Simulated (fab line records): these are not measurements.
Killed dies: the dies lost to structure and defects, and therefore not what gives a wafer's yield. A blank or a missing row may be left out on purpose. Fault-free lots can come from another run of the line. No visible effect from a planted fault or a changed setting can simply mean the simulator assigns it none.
Matching of chambers / flow n5 finfet / N5_BEOL_M8_VIA_ETCH_34 on rie diel-06 has 4 sister chambers
The step etches SiCOH lowk in C4F6/O2, target depth 125.5 nm, time 50.5 s. 14 wafers are shown with their chamber, then 7 later ones without.

== WAFERS PAIRED WITH THEIR CHAMBERS ==
wafer=L077.2; chamber=2; rf vpp V (V)=646; throttle valve pct (%)=20.8; oes product au (a.u.)=0.75
wafer=L077.5; chamber=0; rf vpp V (V)=643; throttle valve pct (%)=21.3; oes product au (a.u.)=0.69
wafer=L077.6; chamber=1; rf vpp V (V)=659; throttle valve pct (%)=20.9; oes product au (a.u.)=0.68
wafer=L083.3; chamber=0; rf vpp V (V)=645; throttle valve pct (%)=21.3; oes product au (a.u.)=0.67
wafer=L083.4; chamber=1; rf vpp V (V)=657; throttle valve pct (%)=20.9; oes product au (a.u.)=0.68
wafer=L083.5; chamber=1; rf vpp V (V)=659; throttle valve pct (%)=20.9; oes product au (a.u.)=0.68
wafer=L088.1; chamber=2; rf vpp V (V)=645; throttle valve pct (%)=20.9; oes product au (a.u.)=0.74
wafer=L088.3; chamber=3; rf vpp V (V)=673; throttle valve pct (%)=21.2; oes product au (a.u.)=0.79
wafer=L088.5; chamber=1; rf vpp V (V)=659; throttle valve pct (%)=21.0; oes product au (a.u.)=0.68
wafer=L091.1; chamber=3; rf vpp V (V)=675; throttle valve pct (%)=21.2; oes product au (a.u.)=0.78
wafer=L091.2; chamber=0; rf vpp V (V)=646; throttle valve pct (%)=21.3; oes product au (a.u.)=0.67
wafer=L091.6; chamber=3; rf vpp V (V)=673; throttle valve pct (%)=21.2; oes product au (a.u.)=0.78
wafer=L093.2; chamber=3; rf vpp V (V)=674; throttle valve pct (%)=21.2; oes product au (a.u.)=0.77
wafer=L093.4; chamber=3; rf vpp V (V)=673; throttle valve pct (%)=21.2; oes product au (a.u.)=0.77

SIGNATURES, as means of the wafers listed above
reading=rf vpp V; chamber 0=644.67; chamber 1=658.50; chamber 2=645.50; chamber 3=673.60; scatter within a chamber=1.07
reading=throttle valve pct; chamber 0=21.300; chamber 1=20.925; chamber 2=20.850; chamber 3=21.200; scatter within a chamber=0.0354
reading=oes product au; chamber 0=0.6767; chamber 1=0.6800; chamber 2=0.7450; chamber 3=0.7780; scatter within a chamber=0.00772
Rule: for each reading, subtract the chamber's mean from the wafer's reading, divide by that reading's scatter and square the result; add these up over the readings and take the root, which gives the wafer's distance from the chamber. If the next closest chamber is less than 2 further off than the closest, the wafer can't be placed; otherwise it belongs to the closest. The scatter is the square root of a quotient: the sum, over the shown wafers, of each reading's squared deviation from its chamber's mean, divided by wafers minus chambers.

== WAFERS WHOSE CHAMBER IS MISSING ==
wafer=L093.5; rf vpp V (V)=645; throttle valve pct (%)=20.9; oes product au (a.u.)=0.73
wafer=L096.2; rf vpp V (V)=658; throttle valve pct (%)=20.6; oes product au (a.u.)=0.99
wafer=L096.4; rf vpp V (V)=659; throttle valve pct (%)=20.6; oes product au (a.u.)=0.99
wafer=L096.5; rf vpp V (V)=675; throttle valve pct (%)=21.2; oes product au (a.u.)=0.77
wafer=L097.1; rf vpp V (V)=646; throttle valve pct (%)=20.9; oes product au (a.u.)=0.72
wafer=L097.3; rf vpp V (V)=673; throttle valve pct (%)=21.2; oes product au (a.u.)=0.76
wafer=L097.5; rf vpp V (V)=646; throttle valve pct (%)=20.9; oes product au (a.u.)=0.71

== WHICH CHAMBER EACH ONE RAN IN ==
wafer=L093.5; from the rows above=2; in truth=2
wafer=L096.2; from the rows above=can't be placed: 2 or 3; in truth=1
wafer=L096.4; from the rows above=can't be placed: 2 or 3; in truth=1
wafer=L096.5; from the rows above=3; in truth=3
wafer=L097.1; from the rows above=2; in truth=2
wafer=L097.3; from the rows above=3; in truth=3
wafer=L097.5; from the rows above=2; in truth=2
5 of 7 placed correctly. These rows do not allow placing 2 (true chamber among the candidates in 0). Number placed wrongly: 0.
